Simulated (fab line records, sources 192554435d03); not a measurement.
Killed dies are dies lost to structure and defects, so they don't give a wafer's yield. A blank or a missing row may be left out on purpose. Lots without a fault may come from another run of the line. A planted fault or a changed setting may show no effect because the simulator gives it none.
Split-lot experiment | flow n5_finfet | 7 lots, 21 wafers read, on a route of 1938 steps

THE SPLIT
At N5_DUMMY_GATE_COAT_09 (resist thk 30 nm), the setting spin_rpm was moved away from the recipe's 1500 rpm on 4 of the 21 wafers read, by -3.7% to +5.7%. The other wafers ran this setting at the recipe's value.

FROM THE SPLIT TO THE READING: what the file shows between them, 2 steps
- N5_DUMMY_GATE_EXPOSE_12: exposes mask GATE, target cd 25 nm (also split here: dose_mj)
- N5_DUMMY_GATE_PEB_13: peb time 60 s

THE READING
CAR-EUV_of_DUMMY_GATE_COAT_09.thk_nm (the simulator's own value, which no gauge read), in nm, at N5_DUMMY_GATE_DEVELOP_14 (develop time 30 s). The file gives no usual value for it. The 17 wafers here that ran the recipe average 29.5 nm, standard deviation 0.12 nm.

wafer  | tool, chamber at the split | spin_rpm as run, rpm | against the recipe | CAR-EUV_of_DUMMY_GATE_COAT_09.thk_nm, nm | against lot-mates on the recipe
L074.3 | litho_track-02, 0          | 1500                 | recipe             | 29.6                                     | -
L074.4 | litho_track-02, 0          | 1500                 | recipe             | 29.6                                     | -
L074.6 | litho_track-02, 0          | 1500                 | recipe             | 29.8                                     | -
L076.1 | litho_track-03, 0          | 1445                 | -3.7%              | 30                                       | +0.6
L076.3 | litho_track-03, 0          | 1445                 | -3.7%              | 30                                       | +0.6
L076.4 | litho_track-03, 0          | 1500                 | recipe             | 29.4                                     | -
L085.1 | litho_track-03, 0          | 1500                 | recipe             | 29.6                                     | -
L085.2 | litho_track-03, 0          | 1500                 | recipe             | 29.6                                     | -
L085.6 | litho_track-03, 0          | 1500                 | recipe             | 29.6                                     | -
L086.1 | litho_track-03, 0          | 1500                 | recipe             | 29.4                                     | -
L086.4 | litho_track-03, 0          | 1500                 | recipe             | 29.4                                     | -
L086.6 | litho_track-03, 0          | 1500                 | recipe             | 29.4                                     | -
L089.1 | litho_track-02, 0          | 1500                 | recipe             | 29.4                                     | -
L089.4 | litho_track-02, 0          | 1500                 | recipe             | 29.4                                     | -
L089.6 | litho_track-02, 0          | 1500                 | recipe             | 29.4                                     | -
L090.1 | litho_track-02, 0          | 1500                 | recipe             | 29.6                                     | -
L090.3 | litho_track-02, 0          | 1585                 | +5.7%              | 28.8                                     | -0.8
L090.6 | litho_track-02, 0          | 1585                 | +5.7%              | 28.6                                     | -1.0
L093.4 | litho_track-05, 0          | 1500                 | recipe             | 29.6                                     | -
L093.5 | litho_track-05, 0          | 1500                 | recipe             | 29.6                                     | -
L093.6 | litho_track-05, 0          | 1500                 | recipe             | 29.6                                     | -

THE FIT
A straight line over all 21 wafers: CAR-EUV_of_DUMMY_GATE_COAT_09.thk_nm changes by -0.141 nm for each +1% of spin_rpm; r = -0.93; the points scatter about the line by 0.12 nm.
The same after taking each lot's own level away (the mean of its wafers on the recipe; 21 wafers): -0.16 nm for each +1%; r = -0.99; scatter 0.05 nm.
On that fit, the largest move of spin_rpm shifts the reading by 0.91 nm.
The lots' own levels span 29.40 to 29.67 nm, that is 2.3 times the standard deviation above.
So the lot-to-lot level changes the slope: the two fits differ.
Check: with one of the wafers moved furthest among these (+5.7%) left out of the fit, the line predicts -0.972 nm for it against its lot-mates. It came out at -0.8 nm against them.

OTHER SPLITS ON THESE WAFERS
These wafers also went through other splits before the reading. Each is held against what the fit with the lots' levels taken away leaves over:
other split on the same wafers            | wafers away from the commonest value | r with CAR-EUV_of_DUMMY_GATE_COAT_09.thk_nm (lot level and that fit taken away)
N5_PMOS_HMC_CHANNEL_EPI_EXPOSE_06 dose_mj | 8                                    | +0.01
N5_PMOS_HMC_CHANNEL_EPI_ETCH_32 bias_w    | 9                                    | +0.25
N5_FIN_CUT_COAT_19 spin_rpm               | 6                                    | -0.28
N5_DUMMY_GATE_EXPOSE_12 dose_mj           | 3                                    | -0.03

THE WHOLE CHAIN: every reading that the file lists as answering this split, in the file's order
step                     | what it does      | reading                                                                               | change (the file's fit)               | r (the file's)
N5_DUMMY_GATE_COAT_09    | resist thk 30 nm  | CAR-EUV_of_DUMMY_GATE_COAT_09.thk_nm (the simulator's own value, which no gauge read) | -0.148 nm for each +1% of the setting | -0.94
N5_DUMMY_GATE_DEVELOP_14 | develop time 30 s | CAR-EUV_of_DUMMY_GATE_COAT_09.thk_nm (the simulator's own value, which no gauge read) | -0.16 nm for each +1% of the setting  | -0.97

THE FILE'S OWN FIT
CAR-EUV_of_DUMMY_GATE_COAT_09.thk_nm changes by -0.16 nm for each +1% of spin_rpm, r = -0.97.
